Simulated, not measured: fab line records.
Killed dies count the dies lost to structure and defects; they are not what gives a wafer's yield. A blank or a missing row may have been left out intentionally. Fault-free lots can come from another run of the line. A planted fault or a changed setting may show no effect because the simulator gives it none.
fab line records / flow nandHarc
record: lots: 13 wafers: 39 lastDay: 32
route steps=1302 shown A_STAIRCASE@795 THIN_TSV@1246 END@1302
lots that met no fault: from a run of the same line without faults
startH: hours from the record's first day to the start of the lot's first wafer shown / waitH: hours from the lot's prior step to this one / " repeats the value in the row above / L1.1+2: a row that stands for several wafers / - no value, or no start given / * or withheld: withheld / < > ~ a bound
route shown NAME@n: names a module that has steps shown in the file, with the first one's number in the route / usual: average and standard deviation across the fault-free wafers / same: alike in all rows / chamber/n: place in a boat / sites: each site's reading / _std_site: their standard deviation / _edge_site: inner sites' mean taken away from outer sites' mean / radiusMm: how far each site lies from the wafer's centre / mask NAME#n: copy n / behind: the most recent tool/chamber to have shaped the wafer / hold: cause of the lot's hold/its duration in hours/its outcome / device: the transistor (n, p or np) that didn't switch / end of line: the route-end tests of the same wafers / for a step that has no rows: nothing shown but its recipe / killed: count of dies lost to structure and defects at first sort (not the wafer's yield) / map: per-die view of a wafer (x killed, . not killed, _ where there is no die)
set.NAME: the setting as run; set.NAME@STEP: as run at that earlier step / model.NAME: the simulator's own value behind a step, which no gauge read
one table for each step of the route and one row for each wafer, over a sample of lots
services: from which hour (startH, from the record's first day; less than 0 if before it) a tool's chamber was out of use, for how many hours, and why
== steps ==
step: NHARC_A_STAIRCASE_HM_DEP_459
recipe: targetThkA: 15000 tempC: 400 material: aC
usual: throttleValvePct: 34.999/0.0093
lot.wafer=L822.1 tool=aclDep-01 chamber=0 startH=387.90 waitH=2.9 throttleValvePct=35.006
lot.wafer=L822.2 tool=aclDep-01 chamber=0 startH=387.90 waitH=2.9 throttleValvePct=34.994
lot.wafer=L822.5 tool=aclDep-01 chamber=0 startH=387.90 waitH=2.9 throttleValvePct=34.996
lot.wafer=L823.1 tool=aclDep-01 chamber=0 startH=389.75 waitH=1.0 throttleValvePct=35.002
lot.wafer=L823.3 tool=aclDep-01 chamber=0 startH=389.75 waitH=1.0 throttleValvePct=35.020
lot.wafer=L823.6 tool=aclDep-01 chamber=0 startH=389.75 waitH=1.0 throttleValvePct=35.006
lot.wafer=L825.2 tool=aclDep-01 chamber=0 startH=410.62 waitH=0.4 throttleValvePct=35.011
lot.wafer=L825.4 tool=aclDep-01 chamber=0 startH=410.62 waitH=0.4 throttleValvePct=34.995
lot.wafer=L825.5 tool=aclDep-01 chamber=0 startH=410.62 waitH=0.4 throttleValvePct=35.008
lot.wafer=L826.2 tool=aclDep-02 chamber=0 startH=416.04 waitH=1.7 throttleValvePct=35.000
lot.wafer=L826.3 tool=aclDep-02 chamber=0 startH=416.04 waitH=1.7 throttleValvePct=35.007
lot.wafer=L826.5 tool=aclDep-02 chamber=0 startH=416.04 waitH=1.7 throttleValvePct=34.992
lot.wafer=L827.4 tool=aclDep-01 chamber=0 startH=431.13 waitH=1.0 throttleValvePct=35.007
lot.wafer=L827.5 tool=aclDep-01 chamber=0 startH=431.13 waitH=1.0 throttleValvePct=35.008
lot.wafer=L827.6 tool=aclDep-01 chamber=0 startH=431.13 waitH=1.0 throttleValvePct=34.984
lot.wafer=L828.1 tool=aclDep-01 chamber=0 startH=450.49 waitH=0.1 throttleValvePct=34.996
lot.wafer=L828.2 tool=aclDep-01 chamber=0 startH=450.49 waitH=0.1 throttleValvePct=35.001
lot.wafer=L828.3 tool=aclDep-01 chamber=0 startH=450.49 waitH=0.1 throttleValvePct=34.986
lot.wafer=L831.2 tool=aclDep-02 chamber=0 startH=476.00 waitH=0.7 throttleValvePct=35.012
lot.wafer=L831.3 tool=aclDep-02 chamber=0 startH=476.00 waitH=0.7 throttleValvePct=35.001
lot.wafer=L831.6 tool=aclDep-02 chamber=0 startH=476.00 waitH=0.7 throttleValvePct=34.982
lot.wafer=L833.1 tool=aclDep-01 chamber=0 startH=494.03 waitH=3.3 throttleValvePct=34.992
lot.wafer=L833.2 tool=aclDep-01 chamber=0 startH=494.03 waitH=3.3 throttleValvePct=35.011
lot.wafer=L833.6 tool=aclDep-01 chamber=0 startH=495.56 waitH=4.9 throttleValvePct=34.986
lot.wafer=L835.1 tool=aclDep-01 chamber=0 startH=511.80 waitH=0.1 throttleValvePct=34.996
lot.wafer=L835.2 tool=aclDep-01 chamber=0 startH=511.80 waitH=0.1 throttleValvePct=35.005
lot.wafer=L835.4 tool=aclDep-01 chamber=0 startH=511.80 waitH=0.1 throttleValvePct=34.979
lot.wafer=L834.1 tool=aclDep-02 chamber=0 startH=515.86 waitH=0.1 throttleValvePct=34.986
lot.wafer=L834.3 tool=aclDep-02 chamber=0 startH=515.86 waitH=0.1 throttleValvePct=35.005
lot.wafer=L834.4 tool=aclDep-02 chamber=0 startH=515.86 waitH=0.1 throttleValvePct=35.000
lot.wafer=L838.1 tool=aclDep-01 chamber=0 startH=526.11 waitH=1.1 throttleValvePct=35.013
lot.wafer=L838.4 tool=aclDep-01 chamber=0 startH=526.11 waitH=1.1 throttleValvePct=34.999
lot.wafer=L838.6 tool=aclDep-01 chamber=0 startH=526.11 waitH=1.1 throttleValvePct=34.979
lot.wafer=L842.2 tool=aclDep-01 chamber=0 startH=583.64 waitH=2.0 throttleValvePct=34.998
lot.wafer=L842.4 tool=aclDep-01 chamber=0 startH=583.64 waitH=2.0 throttleValvePct=35.005
lot.wafer=L842.5 tool=aclDep-01 chamber=0 startH=583.64 waitH=2.0 throttleValvePct=34.998
lot.wafer=L843.1 tool=aclDep-01 chamber=0 startH=585.18 waitH=2.7 throttleValvePct=34.993
lot.wafer=L843.4 tool=aclDep-01 chamber=0 startH=585.18 waitH=2.7 throttleValvePct=34.993
lot.wafer=L843.5 tool=aclDep-01 chamber=0 startH=585.18 waitH=2.7 throttleValvePct=34.999
step: NHARC_THIN_TSV_THK_MEAS_02
recipe: thkMeasGauge: ir
usual: thkNm: 2988/210
lot.wafer=L823.1 tool=filmMetro-02 chamber=- startH=551.90 waitH=0.2 thkNm=2579
lot.wafer=L823.3 tool=filmMetro-02 chamber=- startH=551.90 waitH=0.2 thkNm=3093
lot.wafer=L823.6 tool=filmMetro-02 chamber=- startH=551.90 waitH=0.2 thkNm=2963
lot.wafer=L822.1 tool=filmMetro-01 chamber=- startH=553.09 waitH=- thkNm=2835
lot.wafer=L822.2 tool=filmMetro-01 chamber=- startH=553.09 waitH=- thkNm=2622
lot.wafer=L822.5 tool=filmMetro-01 chamber=- startH=553.09 waitH=- thkNm=2899
lot.wafer=L826.2 tool=filmMetro-01 chamber=- startH=585.79 waitH=- thkNm=2990
lot.wafer=L826.3 tool=filmMetro-01 chamber=- startH=585.79 waitH=- thkNm=3067
lot.wafer=L826.5 tool=filmMetro-01 chamber=- startH=585.79 waitH=- thkNm=3102
lot.wafer=L825.2 tool=filmMetro-01 chamber=- startH=588.20 waitH=- thkNm=2723
lot.wafer=L825.4 tool=filmMetro-01 chamber=- startH=588.20 waitH=- thkNm=2954
lot.wafer=L825.5 tool=filmMetro-01 chamber=- startH=588.20 waitH=- thkNm=2826
lot.wafer=L827.4 tool=filmMetro-02 chamber=- startH=604.46 waitH=- thkNm=3147
lot.wafer=L827.5 tool=filmMetro-02 chamber=- startH=604.46 waitH=- thkNm=3377
lot.wafer=L827.6 tool=filmMetro-02 chamber=- startH=604.46 waitH=- thkNm=2991
lot.wafer=L828.1 tool=filmMetro-02 chamber=- startH=626.10 waitH=0.2 thkNm=3191
lot.wafer=L828.2 tool=filmMetro-02 chamber=- startH=626.10 waitH=0.2 thkNm=2929
lot.wafer=L828.3 tool=filmMetro-02 chamber=- startH=626.10 waitH=0.2 thkNm=2869
lot.wafer=L831.2 tool=filmMetro-01 chamber=- startH=643.06 waitH=- thkNm=3051
lot.wafer=L831.3 tool=filmMetro-01 chamber=- startH=643.06 waitH=- thkNm=3289
lot.wafer=L831.6 tool=filmMetro-01 chamber=- startH=643.06 waitH=- thkNm=3477
lot.wafer=L833.1 tool=filmMetro-02 chamber=- startH=665.79 waitH=- thkNm=2998
lot.wafer=L833.2 tool=filmMetro-02 chamber=- startH=665.79 waitH=- thkNm=2819
lot.wafer=L833.6 tool=filmMetro-02 chamber=- startH=665.79 waitH=- thkNm=3104
lot.wafer=L835.1 tool=filmMetro-01 chamber=- startH=670.51 waitH=0.2 thkNm=3110
lot.wafer=L835.2 tool=filmMetro-01 chamber=- startH=670.51 waitH=0.2 thkNm=2887
lot.wafer=L835.4 tool=filmMetro-01 chamber=- startH=670.51 waitH=0.2 thkNm=3043
lot.wafer=L834.1 tool=filmMetro-01 chamber=- startH=671.71 waitH=- thkNm=3297
lot.wafer=L834.3 tool=filmMetro-01 chamber=- startH=671.71 waitH=- thkNm=3133
lot.wafer=L834.4 tool=filmMetro-01 chamber=- startH=671.71 waitH=- thkNm=3066
lot.wafer=L838.1 tool=filmMetro-02 chamber=- startH=695.09 waitH=0.2 thkNm=3081
lot.wafer=L838.4 tool=filmMetro-02 chamber=- startH=695.09 waitH=0.2 thkNm=2918
lot.wafer=L838.6 tool=filmMetro-02 chamber=- startH=695.09 waitH=0.2 thkNm=2940
lot.wafer=L842.2 tool=filmMetro-02 chamber=- startH=756.40 waitH=0.2 thkNm=3168
lot.wafer=L842.4 tool=filmMetro-02 chamber=- startH=756.40 waitH=0.2 thkNm=3029
lot.wafer=L842.5 tool=filmMetro-02 chamber=- startH=756.40 waitH=0.2 thkNm=2833
lot.wafer=L843.1 tool=filmMetro-02 chamber=- startH=757.60 waitH=- thkNm=2935
lot.wafer=L843.4 tool=filmMetro-02 chamber=- startH=757.60 waitH=- thkNm=3001
lot.wafer=L843.5 tool=filmMetro-02 chamber=- startH=757.60 waitH=- thkNm=2824
step: NHARC_THIN_TSV_CD_MEAS_12
recipe: targetCdNm: 1000 landingEnergyEv: 500
usual: cdNm: 1000.2/2.1
lot.wafer=L823.1 tool=cdSem-03 chamber=0 startH=552.95 waitH=- cdNm=1003.1
lot.wafer=L823.3 tool=cdSem-03 chamber=0 startH=552.95 waitH=- cdNm=1001.4
lot.wafer=L823.6 tool=cdSem-03 chamber=0 startH=552.95 waitH=- cdNm=998.6
lot.wafer=L822.1 tool=cdSem-02 chamber=0 startH=554.14 waitH=- cdNm=1002.8
lot.wafer=L822.2 tool=cdSem-02 chamber=0 startH=554.14 waitH=- cdNm=1001.6
lot.wafer=L822.5 tool=cdSem-02 chamber=0 startH=554.14 waitH=- cdNm=1000.1
lot.wafer=L826.2 tool=cdSem-01 chamber=0 startH=586.84 waitH=- cdNm=999.1
lot.wafer=L826.3 tool=cdSem-01 chamber=0 startH=586.84 waitH=- cdNm=999.8
lot.wafer=L826.5 tool=cdSem-01 chamber=0 startH=586.84 waitH=- cdNm=997.0
lot.wafer=L825.2 tool=cdSem-03 chamber=0 startH=589.25 waitH=- cdNm=1000.2
lot.wafer=L825.4 tool=cdSem-03 chamber=0 startH=589.25 waitH=- cdNm=1000.9
lot.wafer=L825.5 tool=cdSem-03 chamber=0 startH=589.25 waitH=- cdNm=1004.5
lot.wafer=L827.4 tool=cdSem-03 chamber=0 startH=605.52 waitH=- cdNm=1001.0
lot.wafer=L827.5 tool=cdSem-03 chamber=0 startH=605.52 waitH=- cdNm=999.8
lot.wafer=L827.6 tool=cdSem-03 chamber=0 startH=605.52 waitH=- cdNm=997.1
lot.wafer=L828.1 tool=cdSem-03 chamber=0 startH=627.17 waitH=- cdNm=998.4
lot.wafer=L828.2 tool=cdSem-03 chamber=0 startH=627.17 waitH=- cdNm=997.8
lot.wafer=L828.3 tool=cdSem-03 chamber=0 startH=627.17 waitH=- cdNm=1000.6
lot.wafer=L831.2 tool=cdSem-03 chamber=0 startH=643.99 waitH=- cdNm=999.3
lot.wafer=L831.3 tool=cdSem-03 chamber=0 startH=643.99 waitH=- cdNm=1001.0
lot.wafer=L831.6 tool=cdSem-03 chamber=0 startH=643.99 waitH=- cdNm=995.9
lot.wafer=L833.1 tool=cdSem-02 chamber=0 startH=666.87 waitH=- cdNm=996.8
lot.wafer=L833.2 tool=cdSem-02 chamber=0 startH=666.87 waitH=- cdNm=1003.1
lot.wafer=L833.6 tool=cdSem-02 chamber=0 startH=666.87 waitH=- cdNm=1000.1
lot.wafer=L835.1 tool=cdSem-02 chamber=0 startH=671.44 waitH=- cdNm=998.7
lot.wafer=L835.2 tool=cdSem-02 chamber=0 startH=671.44 waitH=- cdNm=999.8
lot.wafer=L835.4 tool=cdSem-02 chamber=0 startH=671.44 waitH=- cdNm=998.4
lot.wafer=L834.1 tool=cdSem-01 chamber=0 startH=672.76 waitH=- cdNm=1001.0
lot.wafer=L834.3 tool=cdSem-01 chamber=0 startH=672.76 waitH=- cdNm=999.0
lot.wafer=L834.4 tool=cdSem-01 chamber=0 startH=672.76 waitH=- cdNm=998.3
lot.wafer=L838.1 tool=cdSem-03 chamber=0 startH=696.14 waitH=- cdNm=1002.4
lot.wafer=L838.4 tool=cdSem-03 chamber=0 startH=696.14 waitH=- cdNm=998.2
lot.wafer=L838.6 tool=cdSem-03 chamber=0 startH=696.14 waitH=- cdNm=1000.0
lot.wafer=L842.2 tool=cdSem-01 chamber=0 startH=757.34 waitH=- cdNm=1004.6
lot.wafer=L842.4 tool=cdSem-01 chamber=0 startH=757.34 waitH=- cdNm=997.9
lot.wafer=L842.5 tool=cdSem-01 chamber=0 startH=757.34 waitH=- cdNm=999.3
lot.wafer=L843.1 tool=cdSem-01 chamber=0 startH=758.65 waitH=- cdNm=998.7
lot.wafer=L843.4 tool=cdSem-01 chamber=0 startH=758.65 waitH=- cdNm=995.9
lot.wafer=L843.5 tool=cdSem-01 chamber=0 startH=758.65 waitH=- cdNm=1000.2
step: NHARC_THIN_TSV_ETCH_59
recipe: targetDepthA: 8800 icpW: 900 biasW: 100 Cl2_flow_sccm: 60 bcl3FlowSccm: 30 timeS: 138.1 chemistry: Cl2/BCl3
usual: biasW: 100.04/0.29 drypumpMotorCurrentA: 5.6/0.34 mfcCl2Sccm: 60.03/0.18 oesProductAu: 1.000/0.012 throttleValvePct: 22.265/0.0086
lot.wafer=L823.1 tool=rieMetal-02 chamber=0 startH=559.00 waitH=0.1 biasW=100.09 drypumpMotorCurrentA=5.9 mfcCl2Sccm=59.96 oesProductAu=1.001 rfHoursCounterH=1.5 throttleValvePct=22.265
lot.wafer=L823.3 tool=rieMetal-02 chamber=1 startH=559.00 waitH=0.1 biasW=99.53 drypumpMotorCurrentA=6.1 mfcCl2Sccm=59.96 oesProductAu=0.988 rfHoursCounterH=- throttleValvePct=22.268
lot.wafer=L823.6 tool=rieMetal-02 chamber=0 startH=559.00 waitH=0.1 biasW=99.80 drypumpMotorCurrentA=5.9 mfcCl2Sccm=59.95 oesProductAu=1.008 rfHoursCounterH=- throttleValvePct=22.267
lot.wafer=L822.2 tool=rieMetal-01 chamber=0 startH=560.21 waitH=0.1 biasW=100.02 drypumpMotorCurrentA=5.3 mfcCl2Sccm=59.94 oesProductAu=0.976 rfHoursCounterH=2.6 throttleValvePct=22.246
lot.wafer=L822.1 tool=rieMetal-01 chamber=1 startH=560.21 waitH=0.1 biasW=99.94 drypumpMotorCurrentA=5.2 mfcCl2Sccm=60.03 oesProductAu=0.986 rfHoursCounterH=2.6 throttleValvePct=22.259
lot.wafer=L822.5 tool=rieMetal-01 chamber=1 startH=560.21 waitH=0.1 biasW=99.69 drypumpMotorCurrentA=5.3 mfcCl2Sccm=60.12 oesProductAu=0.981 rfHoursCounterH=- throttleValvePct=22.287
lot.wafer=L826.2 tool=rieMetal-02 chamber=1 startH=593.09 waitH=0.1 biasW=99.67 drypumpMotorCurrentA=6.1 mfcCl2Sccm=60.10 oesProductAu=1.003 rfHoursCounterH=2.2 throttleValvePct=22.262
lot.wafer=L826.3 tool=rieMetal-02 chamber=0 startH=593.09 waitH=0.1 biasW=100.51 drypumpMotorCurrentA=5.9 mfcCl2Sccm=60.18 oesProductAu=1.021 rfHoursCounterH=- throttleValvePct=22.268
lot.wafer=L826.5 tool=rieMetal-02 chamber=1 startH=593.09 waitH=0.1 biasW=99.74 drypumpMotorCurrentA=6.1 mfcCl2Sccm=59.88 oesProductAu=0.983 rfHoursCounterH=- throttleValvePct=22.267
lot.wafer=L825.2 tool=rieMetal-01 chamber=0 startH=595.55 waitH=0.1 biasW=100.46 drypumpMotorCurrentA=5.3 mfcCl2Sccm=60.10 oesProductAu=1.007 rfHoursCounterH=0.1 throttleValvePct=22.258
lot.wafer=L825.4 tool=rieMetal-01 chamber=0 startH=595.55 waitH=0.1 biasW=100.09 drypumpMotorCurrentA=5.3 mfcCl2Sccm=60.00 oesProductAu=1.003 rfHoursCounterH=- throttleValvePct=22.262
lot.wafer=L825.5 tool=rieMetal-01 chamber=1 startH=595.55 waitH=0.1 biasW=100.09 drypumpMotorCurrentA=5.2 mfcCl2Sccm=60.21 oesProductAu=1.000 rfHoursCounterH=- throttleValvePct=22.263
lot.wafer=L827.4 tool=rieMetal-02 chamber=0 startH=612.26 waitH=0.2 biasW=99.61 drypumpMotorCurrentA=5.9 mfcCl2Sccm=59.77 oesProductAu=1.022 rfHoursCounterH=- throttleValvePct=22.276
lot.wafer=L827.6 tool=rieMetal-02 chamber=1 startH=612.26 waitH=0.2 biasW=99.97 drypumpMotorCurrentA=6.1 mfcCl2Sccm=59.96 oesProductAu=0.993 rfHoursCounterH=- throttleValvePct=22.271
lot.wafer=L827.5 tool=rieMetal-02 chamber=0 startH=612.26 waitH=0.2 biasW=99.60 drypumpMotorCurrentA=5.9 mfcCl2Sccm=59.74 oesProductAu=1.016 rfHoursCounterH=- throttleValvePct=22.245
lot.wafer=L828.2 tool=rieMetal-03 chamber=0 startH=633.34 waitH=0.1 biasW=99.94 drypumpMotorCurrentA=5.3 mfcCl2Sccm=59.85 oesProductAu=0.990 rfHoursCounterH=1.7 throttleValvePct=22.267
lot.wafer=L828.1 tool=rieMetal-03 chamber=1 startH=633.34 waitH=0.1 biasW=99.46 drypumpMotorCurrentA=5.6 mfcCl2Sccm=59.86 oesProductAu=0.997 rfHoursCounterH=1.7 throttleValvePct=22.259
lot.wafer=L828.3 tool=rieMetal-03 chamber=1 startH=633.34 waitH=0.1 biasW=99.73 drypumpMotorCurrentA=5.6 mfcCl2Sccm=60.10 oesProductAu=0.996 rfHoursCounterH=- throttleValvePct=22.255
lot.wafer=L831.2 tool=rieMetal-02 chamber=1 startH=650.26 waitH=0.2 biasW=100.21 drypumpMotorCurrentA=6.1 mfcCl2Sccm=59.88 oesProductAu=0.990 rfHoursCounterH=0.2 throttleValvePct=22.266
lot.wafer=L831.3 tool=rieMetal-02 chamber=1 startH=650.26 waitH=0.2 biasW=100.61 drypumpMotorCurrentA=6.1 mfcCl2Sccm=59.87 oesProductAu=0.989 rfHoursCounterH=- throttleValvePct=22.265
lot.wafer=L831.6 tool=rieMetal-02 chamber=0 startH=650.26 waitH=0.2 biasW=99.97 drypumpMotorCurrentA=5.9 mfcCl2Sccm=60.03 oesProductAu=0.997 rfHoursCounterH=- throttleValvePct=22.273
lot.wafer=L833.1 tool=rieMetal-01 chamber=0 startH=673.08 waitH=0.1 biasW=100.15 drypumpMotorCurrentA=5.3 mfcCl2Sccm=59.85 oesProductAu=1.018 rfHoursCounterH=1.4 throttleValvePct=22.261
lot.wafer=L833.2 tool=rieMetal-01 chamber=1 startH=673.08 waitH=0.1 biasW=100.11 drypumpMotorCurrentA=5.3 mfcCl2Sccm=60.27 oesProductAu=0.995 rfHoursCounterH=1.4 throttleValvePct=22.276
lot.wafer=L833.6 tool=rieMetal-01 chamber=0 startH=673.08 waitH=0.1 biasW=99.90 drypumpMotorCurrentA=5.3 mfcCl2Sccm=59.91 oesProductAu=1.009 rfHoursCounterH=- throttleValvePct=22.271
lot.wafer=L835.2 tool=rieMetal-02 chamber=0 startH=677.54 waitH=0.1 biasW=99.52 drypumpMotorCurrentA=5.9 mfcCl2Sccm=60.13 oesProductAu=0.990 rfHoursCounterH=0.8 throttleValvePct=22.265
lot.wafer=L835.1 tool=rieMetal-02 chamber=1 startH=677.54 waitH=0.1 biasW=100.14 drypumpMotorCurrentA=6.1 mfcCl2Sccm=60.12 oesProductAu=0.987 rfHoursCounterH=0.8 throttleValvePct=22.263
lot.wafer=L835.4 tool=rieMetal-02 chamber=1 startH=677.54 waitH=0.1 biasW=100.19 drypumpMotorCurrentA=6.1 mfcCl2Sccm=60.41 oesProductAu=0.986 rfHoursCounterH=- throttleValvePct=22.280
lot.wafer=L834.1 tool=rieMetal-03 chamber=1 startH=678.87 waitH=0.1 biasW=100.29 drypumpMotorCurrentA=5.7 mfcCl2Sccm=60.47 oesProductAu=1.019 rfHoursCounterH=2.7 throttleValvePct=22.272
lot.wafer=L834.3 tool=rieMetal-03 chamber=0 startH=678.87 waitH=0.1 biasW=99.96 drypumpMotorCurrentA=5.3 mfcCl2Sccm=60.05 oesProductAu=0.984 rfHoursCounterH=- throttleValvePct=22.263
lot.wafer=L834.4 tool=rieMetal-03 chamber=1 startH=678.87 waitH=0.1 biasW=100.37 drypumpMotorCurrentA=5.7 mfcCl2Sccm=59.98 oesProductAu=1.016 rfHoursCounterH=- throttleValvePct=22.259
lot.wafer=L838.1 tool=rieMetal-01 chamber=0 startH=702.19 waitH=0.1 biasW=100.23 drypumpMotorCurrentA=5.3 mfcCl2Sccm=60.13 oesProductAu=1.015 rfHoursCounterH=1.8 throttleValvePct=22.266
lot.wafer=L838.4 tool=rieMetal-01 chamber=0 startH=702.19 waitH=0.1 biasW=100.68 drypumpMotorCurrentA=5.3 mfcCl2Sccm=60.17 oesProductAu=1.015 rfHoursCounterH=- throttleValvePct=22.260
lot.wafer=L838.6 tool=rieMetal-01 chamber=0 startH=702.19 waitH=0.1 biasW=100.25 drypumpMotorCurrentA=5.3 mfcCl2Sccm=60.25 oesProductAu=1.010 rfHoursCounterH=- throttleValvePct=22.257
lot.wafer=L842.2 tool=rieMetal-03 chamber=1 startH=763.65 waitH=0.1 biasW=100.41 drypumpMotorCurrentA=5.7 mfcCl2Sccm=60.21 oesProductAu=1.004 rfHoursCounterH=0.5 throttleValvePct=22.265
lot.wafer=L842.4 tool=rieMetal-03 chamber=1 startH=763.65 waitH=0.1 biasW=99.59 drypumpMotorCurrentA=5.7 mfcCl2Sccm=60.21 oesProductAu=1.003 rfHoursCounterH=- throttleValvePct=22.251
lot.wafer=L842.5 tool=rieMetal-03 chamber=1 startH=763.65 waitH=0.1 biasW=100.36 drypumpMotorCurrentA=5.7 mfcCl2Sccm=60.01 oesProductAu=1.008 rfHoursCounterH=- throttleValvePct=22.263
lot.wafer=L843.1 tool=rieMetal-02 chamber=0 startH=765.05 waitH=0.1 biasW=100.29 drypumpMotorCurrentA=5.9 mfcCl2Sccm=59.82 oesProductAu=0.990 rfHoursCounterH=2.5 throttleValvePct=22.268
lot.wafer=L843.4 tool=rieMetal-02 chamber=0 startH=765.05 waitH=0.1 biasW=100.34 drypumpMotorCurrentA=5.9 mfcCl2Sccm=59.78 oesProductAu=0.988 rfHoursCounterH=- throttleValvePct=22.267
lot.wafer=L843.5 tool=rieMetal-02 chamber=1 startH=765.05 waitH=0.1 biasW=100.15 drypumpMotorCurrentA=6.1 mfcCl2Sccm=60.17 oesProductAu=0.973 rfHoursCounterH=- throttleValvePct=22.264
step: NHARC_END_SORT_01
recipe: tempC: 25
usual: killedAtArray: 52/18 killedAtOther: 1.0/1.4 killedAtPeriphery: 3.1/2.3 killedDies: 56/17 killedOpen: 3.0/1.7 killedShort: 2.5/1.7
same: grossDies: 677
lot.wafer=L843.1 tool=prober-01 chamber=0 startH=772.49 waitH=2.5 killedAtArray=114 killedAtOther=0 killedAtPeriphery=3 killedDies=117 killedOpen=2 killedShort=3
lot.wafer=L843.4 tool=prober-01 chamber=0 startH=774.93 waitH=3.4 killedAtArray=120 killedAtOther=0 killedAtPeriphery=2 killedDies=122 killedOpen=3 killedShort=5
lot.wafer=L843.5 tool=prober-01 chamber=0 startH=775.74 waitH=3.7 killedAtArray=119 killedAtOther=1 killedAtPeriphery=6 killedDies=126 killedOpen=5 killedShort=4
lot.wafer=L842.2 tool=prober-02 chamber=0 startH=773.30 waitH=2.8 killedAtArray=112 killedAtOther=1 killedAtPeriphery=2 killedDies=115 killedOpen=2 killedShort=3
lot.wafer=L842.4 tool=prober-02 chamber=0 startH=774.90 waitH=3.4 killedAtArray=117 killedAtOther=0 killedAtPeriphery=0 killedDies=117 killedOpen=0 killedShort=2
lot.wafer=L842.5 tool=prober-02 chamber=0 startH=775.70 waitH=3.7 killedAtArray=123 killedAtOther=0 killedAtPeriphery=3 killedDies=126 killedOpen=5 killedShort=4
killed by level:class
L843.1 A_STAIRCASE:unspecified=60 A_CHANNEL_HOLE_D1:chamberFilmFlake=17 A_CHANNEL_HOLE_D2:chamberFilmFlake=15 A_M1:chamberFilmFlake=5 A_SLIT:chamberFilmFlake=5 A_CONTACT:chamberFilmFlake=4 A_WL_FILL:geometricParticle:short=2 A_BLC:geometricParticle:open=2
L842.2 A_STAIRCASE:unspecified=63 A_SLIT:chamberFilmFlake=28 A_CONTACT:chamberFilmFlake=10 A_STAIRCASE:chamberFilmFlake=3 A_DECK1_JOINT:geometricParticle:short=1 A_CHANNEL_FILL_D2:geometricParticle:open=1 A_WL_FILL:geometricParticle:open=1 A_CONTACT:geometricParticle:short=1
L842.4 A_STAIRCASE:unspecified=61 A_SLIT:chamberFilmFlake=30 A_CONTACT:chamberFilmFlake=18 A_STAIRCASE:chamberFilmFlake=3 A_CHANNEL_FILL_D1:geometricParticle:short=1 A_M1:geometricParticle:short=1 A_DECK1_JOINT:chamberFilmFlake=1 A_CHANNEL_FILL_D2:chamberFilmFlake=1
L843.4 A_STAIRCASE:unspecified=61 A_CHANNEL_HOLE_D2:chamberFilmFlake=20 A_CHANNEL_HOLE_D1:chamberFilmFlake=14 A_CONTACT:chamberFilmFlake=6 A_SLIT:chamberFilmFlake=4 A_CHANNEL_FILL_D2:chamberFilmFlake=4 A_STAIRCASE:chamberFilmFlake=3 A_ONON_D2:geometricParticle:short=2
L842.5 A_STAIRCASE:unspecified=69 A_SLIT:chamberFilmFlake=32 A_STAIRCASE:chamberFilmFlake=5 A_CONTACT:chamberFilmFlake=5 P_M0:geometricParticle:open=2 A_DECK1_JOINT:geometricParticle:open=2 A_CHANNEL_FILL_D2:chamberFilmFlake=2 P_M2:geometricParticle:short=1
L843.5 A_STAIRCASE:unspecified=60 A_CHANNEL_HOLE_D2:chamberFilmFlake=24 A_CHANNEL_HOLE_D1:chamberFilmFlake=12 A_SLIT:chamberFilmFlake=6 A_CONTACT:chamberFilmFlake=5 P_STI:chamberFilmFlake=4 A_M1:chamberFilmFlake=3 A_ONON_D2:geometricParticle:short=2
== services ==
tool=aclDep-01 chamber=- startH=371.14 hours=13.0 kind=pm
tool=rieMetal-01 chamber=- startH=389.39 hours=0.6 kind=repair
tool=rieMetal-01 chamber=- startH=398.00 hours=9.0 kind=pm
tool=aclDep-02 chamber=- startH=426.29 hours=13.0 kind=pm
tool=rieMetal-02 chamber=- startH=454.00 hours=9.0 kind=pm
tool=rieMetal-02 chamber=0 startH=454.00 hours=9.0 kind=ventCycle
tool=rieMetal-02 chamber=1 startH=454.00 hours=9.0 kind=ventCycle
tool=rieMetal-02 chamber=0 startH=463.00 hours=- kind=clean
tool=rieMetal-02 chamber=1 startH=463.00 hours=- kind=clean
tool=rieMetal-03 chamber=- startH=519.00 hours=9.0 kind=pm
tool=aclDep-01 chamber=- startH=552.21 hours=13.0 kind=pm
tool=rieMetal-01 chamber=- startH=575.00 hours=9.0 kind=pm
tool=aclDep-02 chamber=- startH=608.45 hours=13.0 kind=pm
tool=rieMetal-02 chamber=- startH=631.00 hours=9.0 kind=pm
tool=rieMetal-02 chamber=0 startH=631.00 hours=9.0 kind=ventCycle
tool=rieMetal-02 chamber=1 startH=631.00 hours=9.0 kind=ventCycle
tool=rieMetal-02 chamber=0 startH=640.00 hours=- kind=clean
tool=rieMetal-02 chamber=1 startH=640.00 hours=- kind=clean
tool=rieMetal-03 chamber=- startH=696.00 hours=9.0 kind=pm
tool=rieMetal-02 chamber=- startH=715.95 hours=0.2 kind=repair
tool=rieMetal-03 chamber=1 startH=720.75 hours=16.3 kind=repair
tool=aclDep-01 chamber=- startH=736.28 hours=13.0 kind=pm
tool=rieMetal-01 chamber=- startH=752.00 hours=9.0 kind=pm
tool=aclDep-01 chamber=- startH=753.36 hours=1.0 kind=repair
== key ==
firstSign: step: NHARC_END_SORT_01 reading: killedDies direction: up sigmas: 3.8 usual: 56 struck: 120
effect: step: NHARC_END_SORT_01 reading: killedAtArray direction: up sigmas: 3.7 usual: 52 struck: 118
moreKillsBornAt: NHARC_A_STAIRCASE_HM_DEP_459@aclDep-01: 374
metAt NHARC_A_STAIRCASE_HM_DEP_459
struckLots L842,L843
testerLeftOut L842,L843
notActingAt NHARC_THIN_TSV_THK_MEAS_02,NHARC_THIN_TSV_CD_MEAS_12,NHARC_THIN_TSV_ETCH_59
onsetBetween 526.11 583.64
alsoFits time
fault: kind: chamberParticleSource tool: aclDep-01 chamber: - onsetH: 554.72 steps: NHARC_A_STAIRCASE_HM_DEP_459 ratePerVisitCm2: 0.54138 endH: 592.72
testerLeftOut: of these lots the tester's yield and bins aren't shown, on N5 and GAA mostly nor the transistor test; their killed dies are dies lost to structure and defects alone, not to doping, threshold or leakage, so they don't give the yield
